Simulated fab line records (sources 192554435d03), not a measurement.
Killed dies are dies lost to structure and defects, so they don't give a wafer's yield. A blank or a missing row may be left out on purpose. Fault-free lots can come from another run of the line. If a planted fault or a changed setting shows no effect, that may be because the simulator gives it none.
Which tool is to blame? -- flow n5-finfet -- 72 wafers from 24 lots sampled at 3 of the route's 1938 steps

## WHAT EACH GAUGE READ, for each wafer
N5_BEOL_M1_OCD_MEAS_38. Usual: trench-depth-nm 54.9 nm, standard deviation 1.5.
lot,measured,on,trench-depth-nm (nm),flag
L074,day 6 08:17,ocd-02,54.0 56.3 55.8,
L075,day 6 21:08,ocd-02,54.1 54.7 54.1,
L076,day 7 04:43,ocd-02,54.5 53.9 53.0,
L077,day 7 09:26,ocd-01,53.9 53.5 54.0,
L078,day 7 09:47,ocd-01,55.2 56.5 56.0,
L079,day 8 00:03,ocd-01,54.1 56.3 53.8,
L080,day 7 18:20,ocd-02,54.3 55.0 56.6,
L081,day 8 07:43,ocd-02,54.0 54.0 54.8,
L082,day 8 07:47,ocd-01,56.2 56.3 53.8,
L083,day 8 20:04,ocd-02,54.6 58.1 54.9,
L084,day 9 11:44,ocd-02,56.8 55.3 56.7,
L085,day 9 13:14,ocd-02,53.5 55.5 56.6,
L086,day 9 13:26,ocd-01,54.0 56.4 57.8,
L087,day 9 16:28,ocd-01,53.8 54.1 52.9,
L088,day 10 01:59,ocd-02,54.6 55.8 52.9,
L089,day 10 01:48,ocd-01,54.3 55.2 52.6,
L090,day 10 05:33,ocd-02,53.6 56.2 53.7,
L091,day 10 18:53,ocd-01,54.5 55.9 57.3,
L092,day 11 03:29,ocd-02,55.0 56.7 53.0,
L093,day 11 05:48,ocd-01,55.9 54.9 51.7,
L094,day 11 22:01,ocd-02,55.0 53.7 57.0,
L095,day 11 22:13,ocd-02,53.9 54.3 53.1,
L096,day 11 19:22,ocd-01,53.8 53.6 57.3,
L097,day 12 08:46,ocd-02,55.9 57.0 56.7,

## EACH LOT AND THE TOOL THAT RAN IT (in order: tool; ch and the chambers of the sampled wafers; start)
lot,N5_BEOL_M0_ALD_136,N5_BEOL_M1_STRIP_97
L074,"ald-metal-01 ch 0,2, day 5 21:17","rie-diel-06 ch 1,2,3, day 6 08:17 or earlier"
L075,"ald-metal-03 ch 0,2,3, day 6 08:58","rie-diel-03 ch 1,2, day 6 21:08 or earlier"
L076,"ald-metal-03 ch 0,1,3, day 6 12:22","rie-diel-04 ch 0,3, day 7 04:43 or earlier"
L077,"ald-metal-03 ch 0,1,3, day 6 17:20","rie-diel-03 ch 0,2, day 7 09:26 or earlier"
L078,"ald-metal-01 ch 1,2, day 7 02:36","rie-diel-06 ch 1,3, day 7 09:47 or earlier"
L079,"ald-metal-04 ch 0,3, day 7 02:40","rie-diel-04 ch 2,3, day 8 00:03 or earlier"
L080,"ald-metal-04 ch 1,2,3, day 7 10:14","rie-diel-04 ch 0,1,2, day 7 18:20 or earlier"
L081,"ald-metal-04 ch 2,3, day 7 19:13","rie-diel-04 ch 0,3, day 8 07:43 or earlier"
L082,"ald-metal-04 ch 1,2,3, day 8 00:49","rie-diel-06 ch 0,1,3, day 8 07:47 or earlier"
L083,"ald-metal-03 ch 0,3, day 8 08:16","rie-diel-03 ch 0,1,3, day 8 20:04 or earlier"
L084,"ald-metal-04 ch 1,2,3, day 8 19:55","rie-diel-03 ch 1,2, day 9 11:44 or earlier"
L085,"ald-metal-01 ch 1,2,3, day 8 23:38","rie-diel-06 ch 1,2,3, day 9 13:14 or earlier"
L086,"ald-metal-01 ch 0,1,3, day 9 02:37","rie-diel-03 ch 0,2,3, day 9 13:26 or earlier"
L087,"ald-metal-04 ch 0,2, day 9 08:04","rie-diel-04 ch 0,1,3, day 9 16:28 or earlier"
L088,"ald-metal-04 ch 1,2, day 9 19:25","rie-diel-06 ch 1,2,3, day 10 01:59 or earlier"
L089,"ald-metal-01 ch 2,3, day 9 19:34","rie-diel-04 ch 1,2,3, day 10 01:48 or earlier"
L090,"ald-metal-04 ch 0,2,3, day 10 00:18","rie-diel-04 ch 1,2,3, day 10 05:33 or earlier"
L091,"ald-metal-03 ch 0,2,3, day 10 02:34","rie-diel-03 ch 0,2,3, day 10 18:53 or earlier"
L092,"ald-metal-03 ch 1,2,3, day 10 09:02","rie-diel-06 ch 1,2,3, day 11 03:29 or earlier"
L093,"ald-metal-03 ch 0,2,3, day 10 17:29","rie-diel-06 ch 0,1,3, day 11 05:48 or earlier"
L094,"ald-metal-03 ch 1,2, day 11 01:08","rie-diel-03 ch 1,2,3, day 11 22:01 or earlier"
L095,"ald-metal-04 ch 2,3, day 11 01:11","rie-diel-04 ch 0,3, day 11 22:13 or earlier"
L096,"ald-metal-03 ch 1,2, day 11 10:02","rie-diel-03 ch 0,1,3, day 11 19:22 or earlier"
L097,"ald-metal-01 ch 1,3, day 11 21:59","rie-diel-04 ch 0,2, day 12 08:46 or earlier"
- N5_BEOL_M0_ALD_136: deposits TaN, pulse time 2 s, purge time 3 s, co reactant purge time 2 s.
- N5_BEOL_M1_STRIP_97: strips in N2/H2, time 10 s.

## WHAT THE TOOLS THEMSELVES READ (means of the sampled wafers that have a number; where no wafer has one, the mark that the record gives instead)
N5_BEOL_M0_ALD_136. Usual: heater-power-w 424 W, standard deviation 49.
lot,tool,heater-power-w (W),flag
L074,ald-metal-01,445,
L075,ald-metal-03,389,
L076,ald-metal-03,386,
L077,ald-metal-03,391,
L078,ald-metal-01,463,
L079,ald-metal-04,470,
L080,ald-metal-04,457,
L081,ald-metal-04,437,
L082,ald-metal-04,457,
L083,ald-metal-03,385,
L084,ald-metal-04,459,
L085,ald-metal-01,448,
L086,ald-metal-01,409,
L087,ald-metal-04,396,
L088,ald-metal-04,433,
L089,ald-metal-01,448,
L090,ald-metal-04,430,
L091,ald-metal-03,386,
L092,ald-metal-03,427,
L093,ald-metal-03,386,
L094,ald-metal-03,425,
L095,ald-metal-04,438,
L096,ald-metal-03,431,
L097,ald-metal-01,435,

N5_BEOL_M1_STRIP_97. Usual: drypump-motor-current-A 5.6 A, standard deviation 0.43; n2-flow-sccm 200.1 sccm, standard deviation 0.67; oes-product-au 0.79 a.u., standard deviation 0.088; rf-vpp-V 59.0 V, standard deviation 0.81; showerhead-plenum-p-Torr 2.53 Torr, standard deviation 0.072; throttle-valve-pct 23.8 %, standard deviation 0.43.
lot,tool,drypump-motor-current-A (A),n2-flow-sccm (sccm),oes-product-au (a.u.),rf-vpp-V (V),showerhead-plenum-p-Torr (Torr),throttle-valve-pct (%),flag
L074,rie-diel-06,6.0,200.2,0.80,58.1,2.55,23.7,
L075,rie-diel-03,5.4,199.5,0.85,59.0,2.63,23.6,
L076,rie-diel-04,5.4,200.9,0.83,58.3,2.50,23.9,
L077,rie-diel-03,5.2,200.3,0.71,59.7,2.53,23.8,
L078,rie-diel-06,5.9,200.2,0.81,59.5,2.55,23.8,
L079,rie-diel-04,5.3,200.5,0.82,58.6,2.46,24.0,
L080,rie-diel-04,5.6,200.4,0.72,59.2,2.49,24.0,
L081,rie-diel-04,5.4,200.7,0.81,59.3,2.50,23.9,
L082,rie-diel-06,5.7,199.7,0.83,58.5,2.52,23.6,
L083,rie-diel-03,5.6,199.7,0.84,59.8,2.62,24.0,
L084,rie-diel-03,5.3,200.5,0.91,59.3,2.57,23.3,
L085,rie-diel-06,6.0,200.2,0.77,58.7,2.54,23.7,
L086,rie-diel-03,5.6,200.0,0.84,59.1,2.55,23.9,
L087,rie-diel-04,5.4,200.1,0.76,59.6,2.51,23.8,
L088,rie-diel-06,6.0,200.6,0.77,59.0,2.54,23.7,
L089,rie-diel-04,5.3,200.0,0.75,59.1,2.47,23.9,
L090,rie-diel-04,5.4,199.6,0.75,57.9,2.47,24.0,
L091,rie-diel-03,5.6,199.9,0.83,59.4,2.55,23.9,
L092,rie-diel-06,6.0,199.8,0.76,59.2,2.53,23.7,
L093,rie-diel-06,5.7,199.5,0.80,58.6,2.51,23.6,
L094,rie-diel-03,5.7,200.4,0.86,58.9,2.60,23.8,
L095,rie-diel-04,5.7,200.3,0.74,58.4,2.51,24.0,
L096,rie-diel-03,5.6,199.9,0.81,59.3,2.61,24.0,
L097,rie-diel-04,5.8,199.7,0.90,59.3,2.66,24.3,

## THE ANSWER, worked out from the rows above alone
Rule: take the mean of a lot's wafers that have a number; if it is more than 3 standard deviations from the usual mean, the lot is off. Also off: a lot with no number at a reading for which 4 or more lots have one. The other lots that the step has rows for count as sound. After the gauges, taken in route order, come the tools' own readings; for these a lot's mean is taken, as printed above. The first step at which some lot is off is used, and at that step the reading that is off furthest; a lot without a number counts as furthest.
Nothing can be told from this: no lot is off at any reading shown.

## WHAT THE SIMULATOR HAD INSERTED
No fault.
